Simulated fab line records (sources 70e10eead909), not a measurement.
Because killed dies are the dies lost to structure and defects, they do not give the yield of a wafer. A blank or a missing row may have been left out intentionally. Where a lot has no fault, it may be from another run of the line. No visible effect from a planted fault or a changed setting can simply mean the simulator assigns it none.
fab line records | flow nand-harc
record: lots: 7 | wafers: 21 | last-day: 32
route steps=1302 shown A_CHANNEL_HOLE_D1@455 END@1302
lots that met no fault: taken from a fault-free run of the same line
start-h: start of the lot's first displayed wafer, in hours after the record's first day | wait-h: hours since the lot's step before | " the same as in the row above | L1.1+2: one row covering several wafers at once | - value missing, or start not given | * or withheld: withheld | < > ~ a bound
route shown NAME@n: a module of which the file shows steps, and the number in the route of the first | usual: the fault-free wafers' mean and standard deviation | same: alike in all rows | chamber/n: place in a boat | sites: per-site readings | _std_site: standard deviation of those values | _edge_site: the outer-site mean with the inner-site mean subtracted | radius-mm: how far each site lies from the wafer's centre | mask NAME#n: copy n | behind: the most recent tool/chamber to have shaped the wafer | hold: the reason the lot was held/the length of the hold in hours/how it ended | device: which transistor (n, p or np) failed to switch | end of line: the same wafers' tests at the end of the route | a step given without rows: its recipe and nothing more | killed: dies lost to structure and defects at the first sort, not the wafer's yield | map: dies across one wafer; x = killed, . = not, _ = none there
set.NAME: the setting as run; set.NAME@STEP: as run at that earlier step | model.NAME: the simulator's own value behind a step, which no gauge read
certain route steps with their lots: each step a table, each wafer a row
services: from which hour (start-h, from the record's first day; less than 0 if before it) a tool's chamber was out of use, for how many hours, and why
== steps ==
step: NHARC_A_CHANNEL_HOLE_D1_COAT_37
recipe: temp-c: 225 | time-s: 65
step: NHARC_A_CHANNEL_HOLE_D1_COAT_04
recipe: spin-rpm: 1500 | resist-thk-nm: 90
step: NHARC_A_CHANNEL_HOLE_D1_SOFTBAKE_05
recipe: temp-c: 105 | time-s: 55
step: NHARC_A_CHANNEL_HOLE_D1_EBR_06
step: NHARC_A_CHANNEL_HOLE_D1_EXPOSE_07
recipe: na: 1.35 | target-cd-nm: 100 | sigma-outer: 0.3 | dose-mj: 59.65 | mask-id: HOLE_D1
step: NHARC_A_CHANNEL_HOLE_D1_PEB_08
recipe: peb-temp-c: 100 | peb-time-s: 65
step: NHARC_A_CHANNEL_HOLE_D1_DEVELOP_09
recipe: develop-time-s: 35 | dev-temp-c: 23
step: NHARC_A_CHANNEL_HOLE_D1_CD_MEAS_10
recipe: target-cd-nm: 100 | landing-energy-ev: 500
usual: cd-nm: 100.0/0.43
same: landing-energy-ev: 500
lot.wafer | tool      | chamber | start-h | wait-h | cd-nm
L657.2    | cd-sem-02 | 0       | 207.86  | -      | 99.5
L657.3    | "         | 0       | "       | "      | 99.7
L657.4    | "         | 0       | "       | "      | 99.5
L664.1    | cd-sem-03 | 0       | 283.17  | -      | 100.4
L664.4    | "         | 0       | "       | "      | 99.5
L664.6    | "         | 0       | "       | "      | 99.9
L666.4    | cd-sem-01 | 0       | 295.77  | -      | 99.8
L666.5    | "         | 0       | "       | "      | 99.9
L666.6    | "         | 0       | "       | "      | 99.8
L665.1    | cd-sem-02 | 0       | 296.43  | -      | 99.5
L665.3    | "         | 0       | "       | "      | 99.5
L665.6    | "         | 0       | "       | "      | 99.9
L667.1    | cd-sem-01 | 0       | 310.32  | -      | 100.9
L667.2    | "         | 0       | "       | "      | 100.0
L667.3    | "         | 0       | "       | "      | 100.2
L675.3    | cd-sem-03 | 0       | 385.63  | -      | 100.3
L675.4    | "         | 0       | "       | "      | 100.4
L675.6    | "         | 0       | "       | "      | 100.1
L674.2    | cd-sem-03 | 0       | 385.78  | -      | 99.5
L674.3    | "         | 0       | "       | "      | 99.9
L674.5    | "         | 0       | "       | "      | 99.6
step: NHARC_A_CHANNEL_HOLE_D1_OVL_MEAS_11
usual: overlay-x-nm: 0.1/0.83 | overlay-y-nm: 0.0/0.78
lot.wafer | tool       | chamber | start-h | wait-h | overlay-x-nm | overlay-y-nm
L657.2    | overlay-01 | -       | 207.95  | -      | 0.9          | -1.0
L657.3    | "          | -       | "       | "      | 0.9          | -1.2
L657.4    | "          | -       | "       | "      | 1.0          | -0.9
L664.1    | overlay-02 | -       | 283.26  | -      | 1.7          | 1.8
L664.4    | "          | -       | "       | "      | 2.1          | 1.9
L664.6    | "          | -       | "       | "      | 1.7          | 1.3
L666.4    | overlay-01 | -       | 295.86  | -      | -0.1         | 0.7
L666.5    | "          | -       | "       | "      | 0.6          | 0.7
L666.6    | "          | -       | "       | "      | 0.7          | 0.7
L665.1    | overlay-02 | -       | 296.51  | -      | 0.4          | -1.7
L665.3    | "          | -       | "       | "      | 0.7          | -1.5
L665.6    | "          | -       | "       | "      | 0.7          | -1.7
L667.1    | overlay-02 | -       | 310.41  | -      | 0.1          | -0.1
L667.2    | "          | -       | "       | "      | -0.1         | 0.6
L667.3    | "          | -       | "       | "      | 0.3          | -0.1
L675.3    | overlay-01 | -       | 385.72  | -      | -1.1         | -0.6
L675.4    | "          | -       | "       | "      | -1.4         | -0.7
L675.6    | "          | -       | "       | "      | -1.9         | -0.7
L674.2    | overlay-01 | -       | 385.87  | -      | 0.6          | -0.2
L674.3    | "          | -       | "       | "      | -0.3         | -0.2
L674.5    | "          | -       | "       | "      | -0.1         | -0.2
step: NHARC_A_CHANNEL_HOLE_D1_INSPECT_12
usual: raw-defect-count: 5.2/2.6
lot.wafer | tool              | chamber | start-h | wait-h | raw-defect-count
L657.2    | defect-inspect-01 | -       | 207.98  | 0.0    | 3
L657.3    | "                 | -       | "       | "      | 4
L657.4    | "                 | -       | "       | "      | 8
L664.1    | defect-inspect-02 | -       | 283.30  | 0.0    | 4
L664.4    | "                 | -       | "       | "      | 2
L664.6    | "                 | -       | "       | "      | 3
L666.4    | defect-inspect-02 | -       | 295.89  | 0.0    | 7
L666.5    | "                 | -       | "       | "      | 4
L666.6    | "                 | -       | "       | "      | 4
L665.1    | defect-inspect-02 | -       | 296.55  | 0.0    | 4
L665.3    | "                 | -       | "       | "      | 4
L665.6    | "                 | -       | "       | "      | 9
L667.1    | defect-inspect-01 | -       | 310.44  | 0.0    | 15
L667.2    | "                 | -       | "       | "      | 9
L667.3    | "                 | -       | "       | "      | 5
L675.3    | defect-inspect-02 | -       | 385.75  | 0.0    | 6
L675.4    | "                 | -       | "       | "      | 1
L675.6    | "                 | -       | "       | "      | 5
L674.2    | defect-inspect-02 | -       | 385.91  | 0.0    | 7
L674.3    | "                 | -       | "       | "      | 4
L674.5    | "                 | -       | "       | "      | 4
step: NHARC_A_CHANNEL_HOLE_D1_DESCUM_15
recipe: time-s: 3 | o2-flow-sccm: 200 | ar-flow-sccm: 0 | bias-power-w: 0 | chemistry: O2
usual: drypump-motor-current-A: 5.7/0.5 | mfc-ar-sccm: 0.003/0.0097 | oes-product-au: 0.997/0.0064 | rf-vpp-V: 57.8/0.92 | showerhead-plenum-p-Torr: 1.90/0.062 | throttle-valve-pct: 11.312/0.0093
lot.wafer | tool        | chamber | start-h | wait-h | drypump-motor-current-A | mfc-ar-sccm | oes-product-au | rf-hours-counter-h | rf-vpp-V | showerhead-plenum-p-Torr | throttle-valve-pct
L657.2    | rie-diel-12 | 1       | 208.04  | 0.1    | 5.1                     | 0           | 1.008          | 8                  | 56.7     | 1.89                     | 11.311
L657.4    | "           | 2       | "       | "      | 5.7                     | 0           | 1.007          | 8                  | 57.8     | 1.87                     | 11.320
L657.3    | "           | 0       | "       | "      | 6.5                     | 0           | 0.993          | 8                  | 59.2     | 1.99                     | 11.331
L664.4    | rie-diel-12 | 1       | 283.38  | 0.1    | 5.1                     | 0           | 0.999          | 0                  | 57.1     | 1.89                     | 11.304
L664.1    | "           | 2       | "       | "      | 5.7                     | 0           | 1.007          | 0                  | 56.9     | 1.87                     | 11.325
L664.6    | "           | 3       | "       | "      | 6.1                     | 0           | 0.997          | -                  | 56.8     | 1.85                     | 11.320
L666.4    | rie-diel-12 | 3       | 295.96  | 0.1    | 6.1                     | 0           | 0.999          | 2                  | 57.3     | 1.85                     | 11.298
L666.6    | "           | 2       | "       | "      | 5.7                     | 0           | 1.003          | -                  | 59.6     | 1.87                     | 11.299
L666.5    | "           | 3       | "       | "      | 6.1                     | 0           | 1.003          | -                  | 57.7     | 1.85                     | 11.318
L665.3    | rie-diel-05 | 3       | 296.61  | 0.1    | 5.3                     | 0.008       | 0.997          | 22                 | 56.3     | 1.86                     | 11.316
L665.1    | "           | 1       | "       | "      | 6.1                     | 0           | 1.016          | 24                 | 56.6     | 1.81                     | 11.302
L665.6    | "           | 3       | "       | "      | 5.3                     | 0.008       | 0.996          | -                  | 58.3     | 1.86                     | 11.310
L667.2    | rie-diel-12 | 3       | 310.51  | 0.1    | 6.1                     | 0           | 1.002          | 3                  | 59.6     | 1.85                     | 11.312
L667.3    | "           | 0       | "       | "      | 6.4                     | 0           | 0.999          | 3                  | 58.2     | 1.99                     | 11.308
L667.1    | "           | 2       | "       | "      | 5.7                     | 0           | 0.997          | 3                  | 56.8     | 1.87                     | 11.313
L675.3    | rie-diel-12 | 2       | 385.81  | 0.1    | 5.7                     | 0           | 0.989          | 9                  | 59.1     | 1.87                     | 11.316
L675.4    | "           | 1       | "       | "      | 5.2                     | 0           | 0.992          | 9                  | 57.5     | 1.89                     | 11.321
L675.6    | "           | 3       | "       | "      | 6.0                     | 0           | 0.991          | -                  | 58.4     | 1.85                     | 11.299
L674.3    | rie-diel-12 | 3       | 385.97  | 0.1    | 6.1                     | 0           | 0.989          | 10                 | 59.2     | 1.85                     | 11.298
L674.2    | "           | 0       | "       | "      | 6.5                     | 0           | 0.998          | 9                  | 57.3     | 1.98                     | 11.295
L674.5    | "           | 0       | "       | "      | 6.5                     | 0           | 0.998          | -                  | 58.6     | 1.98                     | 11.313
step: NHARC_A_CHANNEL_HOLE_D1_ETCH_38
recipe: target-depth-a: 390 | over-etch-frac: 0.3 | time-s: 65 | ion-energy-ev: 80 | cf4-flow-sccm: 150 | ar-flow-sccm: 0 | rf-w: 300 | bias-w: 100 | chemistry: CF4
usual: drypump-motor-current-A: 5.7/0.49 | mfc-ar-sccm: 0.003/0.0093 | oes-product-au: 0.997/0.0079 | over-etch-frac: 0.3/0 | rf-fwd-power-W: 297.6/1.2 | rf-vpp-V: 151.2/1.1 | showerhead-plenum-p-Torr: 1.76/0.053 | throttle-valve-pct: 13.284/0.0086
lot.wafer | tool        | chamber | start-h | wait-h | drypump-motor-current-A | mfc-ar-sccm | oes-product-au | over-etch-frac | rf-fwd-power-W | rf-hours-counter-h | rf-vpp-V | showerhead-plenum-p-Torr | throttle-valve-pct
L657.4    | rie-diel-12 | 2       | 208.13  | 0.1    | 5.7                     | 0           | 1.002          | 0.3            | 298.3          | 8                  | 150.5    | 1.73                     | 13.274
L657.3    | "           | 3       | "       | "      | 6.1                     | 0           | 1.000          | 0.3            | 298.0          | 7                  | 151.0    | 1.72                     | 13.283
L657.2    | "           | 0       | "       | "      | 6.4                     | 0           | 0.984          | 0.3            | 297.1          | 8                  | 150.4    | 1.83                     | 13.272
L664.1    | rie-diel-12 | 1       | 283.45  | 0.1    | 5.1                     | 0           | 0.998          | 0.3            | 297.4          | 0                  | 151.5    | 1.75                     | 13.284
L664.4    | "           | 3       | "       | "      | 6.0                     | 0           | 0.986          | 0.3            | 298.5          | 0                  | 150.9    | 1.72                     | 13.281
L664.6    | "           | 0       | "       | "      | 6.5                     | 0           | 0.998          | 0.3            | 297.6          | -                  | 151.6    | 1.83                     | 13.281
L666.4    | rie-diel-12 | 3       | 296.06  | 0.1    | 6.0                     | 0           | 0.986          | 0.3            | 298.4          | 2                  | 150.3    | 1.72                     | 13.283
L666.5    | "           | 0       | "       | "      | 6.5                     | 0           | 0.991          | 0.3            | 298.3          | -                  | 151.8    | 1.83                     | 13.279
L666.6    | "           | 1       | "       | "      | 5.2                     | 0           | 0.981          | 0.3            | 299.5          | -                  | 151.4    | 1.75                     | 13.294
L665.1    | rie-diel-05 | 0       | 296.70  | 0.1    | 5.3                     | 0           | 1.016          | 0.3            | 295.0          | 22                 | 152.2    | 1.81                     | 13.282
L665.3    | "           | 2       | "       | "      | 4.9                     | 0.034       | 1.007          | 0.3            | 298.3          | 25                 | 151.3    | 1.87                     | 13.288
L665.6    | "           | 0       | "       | "      | 5.2                     | 0           | 1.007          | 0.3            | 297.0          | -                  | 152.9    | 1.81                     | 13.288
L667.1    | rie-diel-12 | 3       | 310.60  | 0.1    | 6.1                     | 0           | 0.984          | 0.3            | 299.0          | 3                  | 150.4    | 1.72                     | 13.291
L667.3    | "           | 0       | "       | "      | 6.5                     | 0           | 0.982          | 0.3            | 298.8          | 3                  | 151.6    | 1.83                     | 13.285
L667.2    | "           | 1       | "       | "      | 5.2                     | 0           | 0.992          | 0.3            | 298.3          | 3                  | 151.6    | 1.75                     | 13.279
L675.4    | rie-diel-12 | 0       | 385.90  | 0.1    | 6.5                     | 0           | 0.991          | 0.3            | 297.9          | 9                  | 152.4    | 1.83                     | 13.280
L675.3    | "           | 1       | "       | "      | 5.2                     | 0           | 0.992          | 0.3            | 298.4          | 9                  | 151.0    | 1.75                     | 13.293
L675.6    | "           | 3       | "       | "      | 6.1                     | 0           | 0.995          | 0.3            | 297.2          | -                  | 149.2    | 1.72                     | 13.273
L674.3    | rie-diel-12 | 0       | 386.16  | 0.2    | 6.5                     | 0           | 0.997          | 0.3            | 296.8          | 10                 | 151.0    | 1.83                     | 13.271
L674.2    | "           | 1       | "       | "      | 5.1                     | 0           | 0.999          | 0.3            | 297.2          | 9                  | 150.9    | 1.75                     | 13.264
L674.5    | "           | 0       | "       | "      | 6.5                     | 0           | 0.988          | 0.3            | 296.7          | -                  | 151.8    | 1.83                     | 13.289
step: NHARC_A_CHANNEL_HOLE_D1_ETCH_39
recipe: target-depth-a: 2600 | over-etch-frac: 0.3 | time-s: 325 | ion-energy-ev: 200 | n2-flow-sccm: 150 | h2-flow-sccm: 150 | ar-flow-sccm: 0 | rf-w: 400 | bias-w: 150 | chemistry: N2/H2
usual: drypump-motor-current-A: 5.8/0.49 | mfc-ar-sccm: 0.004/0.011 | n2-flow-sccm: 150.1/0.47 | oes-product-au: 0.995/0.0073 | over-etch-frac: 0.3/0 | rf-fwd-power-W: 399.1/1.3 | rf-vpp-V: 430.3/2 | showerhead-plenum-p-Torr: 2.03/0.068 | throttle-valve-pct: 14.169/0.0084
lot.wafer | tool        | chamber | start-h | wait-h | drypump-motor-current-A | mfc-ar-sccm | n2-flow-sccm | oes-product-au | over-etch-frac | rf-fwd-power-W | rf-hours-counter-h | rf-vpp-V | showerhead-plenum-p-Torr | throttle-valve-pct
L657.3    | rie-diel-12 | 3       | 208.22  | -      | 6.1                     | 0           | 150.3        | 0.989          | 0.3            | 400.6          | 7                  | 428.3    | 1.98                     | 14.169
L657.2    | "           | 1       | "       | "      | 5.1                     | 0           | 150.9        | 1.004          | 0.3            | 398.5          | 8                  | 429.5    | 2.02                     | 14.182
L657.4    | "           | 2       | "       | "      | 5.7                     | 0           | 150.1        | 0.992          | 0.3            | 399.6          | 8                  | 430.0    | 1.99                     | 14.157
L664.4    | rie-diel-12 | 3       | 283.56  | -      | 6.1                     | 0           | 149.9        | 0.982          | 0.27089        | 398.7          | 0                  | 429.2    | 1.98                     | 14.182
L664.1    | "           | 0       | "       | "      | 6.5                     | 0           | 150.3        | 0.981          | 0.27089        | 398.3          | 0                  | 433.2    | 2.12                     | 14.171
L664.6    | "           | 2       | "       | "      | 5.7                     | 0           | 149.8        | 0.987          | 0.27089        | 398.6          | -                  | 428.7    | 1.99                     | 14.171
L666.4    | rie-diel-12 | 1       | 296.20  | -      | 5.1                     | 0           | 150.2        | 0.981          | 0.27089        | 396.9          | 2                  | 429.9    | 2.02                     | 14.168
L666.6    | "           | 2       | "       | "      | 5.7                     | 0           | 150.1        | 0.990          | 0.27089        | 397.2          | -                  | 429.8    | 1.99                     | 14.178
L666.5    | "           | 3       | "       | "      | 6.0                     | 0           | 149.8        | 1.000          | 0.27089        | 397.3          | -                  | 430.0    | 1.98                     | 14.147
L665.3    | rie-diel-05 | 2       | 296.79  | -      | 4.9                     | 0.034       | 149.6        | 0.997          | 0.3            | 400.2          | 25                 | 435.4    | 2.17                     | 14.169
L665.1    | "           | 1       | "       | "      | 6.1                     | 0           | 149.9        | 0.989          | 0.3            | 398.3          | 24                 | 427.1    | 1.93                     | 14.164
L665.6    | "           | 2       | "       | "      | 4.9                     | 0.034       | 150.4        | 0.993          | 0.3            | 399.4          | -                  | 433.5    | 2.17                     | 14.177
L667.3    | rie-diel-12 | 0       | 310.68  | -      | 6.5                     | 0           | 149.9        | 1.003          | 0.27089        | 397.5          | 3                  | 431.7    | 2.12                     | 14.179
L667.2    | "           | 2       | "       | "      | 5.7                     | 0           | 150.5        | 0.996          | 0.27089        | 399.3          | 3                  | 428.3    | 1.99                     | 14.176
L667.1    | "           | 3       | "       | "      | 6.1                     | 0           | 150.1        | 0.999          | 0.27089        | 400.1          | 4                  | 429.1    | 1.97                     | 14.174
L675.4    | rie-diel-12 | 3       | 386.02  | -      | 6.1                     | 0           | 149.2        | 0.995          | 0.3            | 399.7          | 10                 | 428.7    | 1.97                     | 14.165
L675.3    | "           | 2       | "       | "      | 5.7                     | 0           | 149.8        | 0.985          | 0.3            | 398.2          | 9                  | 428.5    | 1.99                     | 14.171
L675.6    | "           | 3       | "       | "      | 6.0                     | 0           | 149.5        | 0.992          | 0.3            | 398.4          | -                  | 429.3    | 1.97                     | 14.166
L674.2    | rie-diel-12 | 2       | 386.28  | -      | 5.7                     | 0           | 149.5        | 0.992          | 0.3            | 399.7          | 9                  | 428.6    | 1.99                     | 14.172
L674.3    | "           | 3       | "       | "      | 6.1                     | 0           | 150.5        | 0.986          | 0.3            | 398.0          | 10                 | 429.5    | 1.97                     | 14.165
L674.5    | "           | 2       | "       | "      | 5.7                     | 0           | 150.3        | 0.998          | 0.3            | 398.9          | -                  | 429.0    | 1.99                     | 14.175
step: NHARC_A_CHANNEL_HOLE_D1_ETCH_34
recipe: target-depth-a: 1540 | time-s: 77 | cf4-flow-sccm: 100 | chf3-flow-sccm: 30 | ar-flow-sccm: 0 | rf-w: 500 | bias-w: 200 | chemistry: CF4/CHF3
usual: drypump-motor-current-A: 5.8/0.5 | mfc-ar-sccm: 0.004/0.01 | oes-product-au: 0.943/0.025 | rf-fwd-power-W: 496.3/1.7 | rf-vpp-V: 370.5/1.7 | showerhead-plenum-p-Torr: 1.57/0.048 | throttle-valve-pct: 16.802/0.0081
lot.wafer | tool        | chamber | start-h | wait-h | drypump-motor-current-A | mfc-ar-sccm | oes-product-au | rf-fwd-power-W | rf-hours-counter-h | rf-vpp-V | showerhead-plenum-p-Torr | throttle-valve-pct
L657.2    | rie-diel-12 | 0       | -       | -      | 6.5                     | 0           | 0.960          | 495.8          | 8                  | 371.7    | 1.63                     | 16.815
L657.3    | "           | 1       | "       | "      | 5.1                     | 0           | 0.942          | 496.4          | 8                  | 370.7    | 1.56                     | 16.800
L657.4    | "           | 3       | "       | "      | 6.1                     | 0           | 0.970          | 493.8          | 8                  | 370.4    | 1.53                     | 16.802
L664.1    | rie-diel-12 | 3       | -       | -      | 6.1                     | 0           | 0.954          | 495.3          | 0                  | 367.0    | 1.53                     | 16.813
L664.4    | "           | 1       | "       | "      | 5.1                     | 0           | 0.975          | 496.8          | 1                  | 369.4    | 1.56                     | 16.798
L664.6    | "           | 3       | "       | "      | 6.1                     | 0           | 0.951          | 495.2          | -                  | 369.3    | 1.53                     | 16.815
L666.4    | rie-diel-12 | 3       | -       | -      | 6.1                     | 0           | 0.958          | 497.0          | 3                  | 369.4    | 1.53                     | 16.821
L666.6    | "           | 3       | "       | "      | 6.1                     | 0           | 0.970          | 497.2          | -                  | 368.8    | 1.53                     | 16.796
L666.5    | "           | 0       | "       | "      | 6.5                     | 0           | 0.982          | 496.2          | -                  | 372.0    | 1.63                     | 16.792
L665.1    | rie-diel-05 | 1       | -       | -      | 6.1                     | 0           | 0.973          | 497.0          | 24                 | 369.1    | 1.49                     | 16.808
L665.3    | "           | 3       | "       | "      | 5.3                     | 0.008       | 0.963          | 497.5          | 23                 | 368.3    | 1.53                     | 16.810
L665.6    | "           | 1       | "       | "      | 6.1                     | 0           | 0.979          | 496.5          | -                  | 367.3    | 1.49                     | 16.804
L667.3    | rie-diel-12 | 2       | -       | -      | 5.7                     | 0           | 0.969          | 494.3          | 3                  | 370.8    | 1.54                     | 16.800
L667.2    | "           | 0       | "       | "      | 6.4                     | 0           | 0.946          | 497.8          | 3                  | 372.7    | 1.63                     | 16.784
L667.1    | "           | 1       | "       | "      | 5.1                     | 0           | 0.974          | 497.5          | 3                  | 369.3    | 1.56                     | 16.810
L675.3    | rie-diel-12 | 1       | -       | -      | 5.2                     | 0           | 0.919          | 496.1          | 9                  | 369.7    | 1.55                     | 16.806
L675.4    | "           | 3       | "       | "      | 6.1                     | 0           | 0.910          | 493.7          | 10                 | 369.2    | 1.53                     | 16.803
L675.6    | "           | 1       | "       | "      | 5.2                     | 0           | 0.906          | 496.5          | -                  | 369.6    | 1.55                     | 16.785
L674.3    | rie-diel-12 | 0       | -       | -      | 6.5                     | 0           | 0.930          | 496.8          | 10                 | 371.5    | 1.63                     | 16.796
L674.2    | "           | 1       | "       | "      | 5.1                     | 0           | 0.945          | 496.0          | 10                 | 369.1    | 1.55                     | 16.801
L674.5    | "           | 0       | "       | "      | 6.5                     | 0           | 0.937          | 496.6          | -                  | 371.4    | 1.63                     | 16.796
step: NHARC_END_SORT_01
recipe: temp-c: 25
usual: killed-at-array: 46/15 | killed-at-other: 0.8/1.1 | killed-at-periphery: 4.0/2.9 | killed-dies: 50/15 | killed-open: 3.2/1.8 | killed-short: 2.3/1.6
same: gross-dies: 677
lot.wafer | tool      | chamber | start-h | wait-h | killed-at-array | killed-at-other | killed-at-periphery | killed-dies | killed-open | killed-short
L666.4    | prober-01 | 0       | 677.66  | 3.4    | 29              | 0               | 2                   | 31          | 2           | 2
L666.5    | prober-01 | 0       | 678.46  | 3.7    | 34              | 0               | 1                   | 35          | 3           | 0
L666.6    | prober-01 | 0       | 679.25  | 4.0    | 36              | 0               | 0                   | 36          | 0           | 1
killed by level:class
L666.4 A_CHANNEL_HOLE_D2:chamber-film-flake=12 A_CHANNEL_HOLE_D1:chamber-film-flake=6 A_CONTACT:chamber-film-flake=4 A_ONON_D2:geometric-particle:short=2 A_WL_FILL:chamber-film-flake=2 P_GATE:geometric-particle:open=1 A_ONON_D1:geometric-particle:open=1 P_CONTACT:chamber-film-flake=1
L666.5 A_CHANNEL_HOLE_D2:chamber-film-flake=11 A_CONTACT:chamber-film-flake=7 A_BLC:chamber-film-flake=7 A_CHANNEL_HOLE_D1:chamber-film-flake=4 A_ONON_D1:geometric-particle:open=1 A_CHANNEL_FILL_D1:geometric-particle:open=1 A_M0:geometric-particle:open=1 P_STI:chamber-film-flake=1
L666.6 A_CHANNEL_HOLE_D2:chamber-film-flake=16 A_BLC:chamber-film-flake=7 A_CHANNEL_HOLE_D1:chamber-film-flake=5 A_DECK1_JOINT:chamber-film-flake=2 A_CONTACT:chamber-film-flake=2 A_DECK1_JOINT:geometric-particle:short=1 A_STAIRCASE:chamber-film-flake=1 A_SLIT:chamber-film-flake=1
== services ==
tool        | chamber | start-h | hours | kind
rie-diel-12 | 0       | 198.40  | -     | clean
rie-diel-12 | 1       | 198.40  | -     | clean
rie-diel-12 | 2       | 198.40  | -     | clean
rie-diel-12 | 3       | 198.40  | -     | clean
rie-diel-12 | 0       | 221.18  | 11.2  | repair
rie-diel-12 | 1       | 222.90  | -     | clean
rie-diel-12 | 2       | 222.90  | -     | clean
rie-diel-12 | 3       | 222.90  | -     | clean
rie-diel-05 | -       | 229.62  | 9.0   | pm
rie-diel-12 | 3       | 240.37  | 8.1   | repair
rie-diel-05 | 3       | 247.37  | 4.5   | repair
rie-diel-12 | 0       | 247.40  | -     | clean
rie-diel-12 | 1       | 247.40  | -     | clean
rie-diel-12 | 2       | 247.40  | -     | clean
rie-diel-12 | -       | 268.40  | 9.0   | pm
rie-diel-12 | 0       | 268.40  | 9.0   | vent-cycle
rie-diel-12 | 1       | 268.40  | 9.0   | vent-cycle
rie-diel-12 | 2       | 268.40  | 9.0   | vent-cycle
rie-diel-12 | 3       | 268.40  | 9.0   | vent-cycle
rie-diel-12 | 0       | 277.40  | -     | clean
rie-diel-12 | 1       | 277.40  | -     | clean
rie-diel-12 | 2       | 277.40  | -     | clean
rie-diel-12 | 3       | 277.40  | -     | clean
rie-diel-12 | 3       | 337.64  | 1.8   | repair
== key ==
first-sign: step: NHARC_A_CHANNEL_HOLE_D1_ETCH_39 | reading: over-etch-frac | direction: down | sigmas: 99+ | usual: 0.3 | struck: 0.27089
effect none on later readings
met-at NHARC_A_CHANNEL_HOLE_D1_ETCH_39
struck-wafers L664.1,L664.4,L664.6,L666.4,L666.5,L666.6,L667.1,L667.2,L667.3
tester-left-out L664,L666,L667
onset-between 208.22 283.56
fault: kind: process-parameter-drift | tool: rie-diel-12 | chamber: - | onset-h: 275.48 | steps: NHARC_A_CHANNEL_HOLE_D1_ETCH_39 | channel: over-etch-frac | offset: -0.02911 | shape: step | end-h: 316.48 | acts-in: these-recipes-only | stated: 0.3
tester-left-out: of these lots the tester's yield and bins aren't shown, on N5 and GAA mostly nor the transistor test; their killed dies are dies lost to structure and defects alone, not to doping, threshold or leakage, so they don't give the yield
